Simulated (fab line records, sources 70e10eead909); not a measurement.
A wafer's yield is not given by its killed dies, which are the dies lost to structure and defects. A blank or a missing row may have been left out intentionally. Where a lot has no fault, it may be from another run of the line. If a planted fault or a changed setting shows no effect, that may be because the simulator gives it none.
Chamber matching | flow nand-harc | NHARC_A_CONTACT_ETCH_88 on rie-diel-09: 4 sister chambers
The step etches the open film in CF4, target depth 39 nm, time 65 s. 4 wafers are shown with their chamber, then 8 later ones without.

WAFERS WITH THEIR CHAMBER
wafer  | chamber | showerhead-plenum-p-Torr (Torr)
L534.4 | 0       | 1.87
L536.5 | 1       | 1.67
L536.6 | 2       | 1.90
L543.1 | 3       | 1.74

WAFERS MISSING THEIR CHAMBER
wafer  | showerhead-plenum-p-Torr (Torr)
L543.2 | 1.90
L543.3 | 1.67
L552.1 | 1.86
L552.4 | 1.90
L552.6 | 1.90
L553.1 | 1.67
L553.2 | 1.74
L553.5 | 1.86

CHAMBER TAKEN BY EACH
wafer  | from the rows above | in truth
L543.2 | 2                   | 2
L543.3 | 1                   | 1
L552.1 | 0                   | 0
L552.4 | 2                   | 2
L552.6 | 2                   | 2
L553.1 | 1                   | 1
L553.2 | 3                   | 3
L553.5 | 0                   | 0
Correct placement for 8 of the 8. From these rows, 0 cannot be placed. Number placed wrongly: 0.
How it was worked out, from the rows above alone: a wafer's distance from a chamber is the root of the sum, over the readings, of the square of ((its reading less the chamber's mean) divided by the reading's scatter). If the next closest chamber is less than 2 further off than the closest, the wafer can't be placed; otherwise it belongs to the closest. For every chamber, the mean is computed from those of its wafers that are shown. The scatter: root of mean squared gap, hidden wafer to nearest shown wafer, with one shown wafer a chamber.
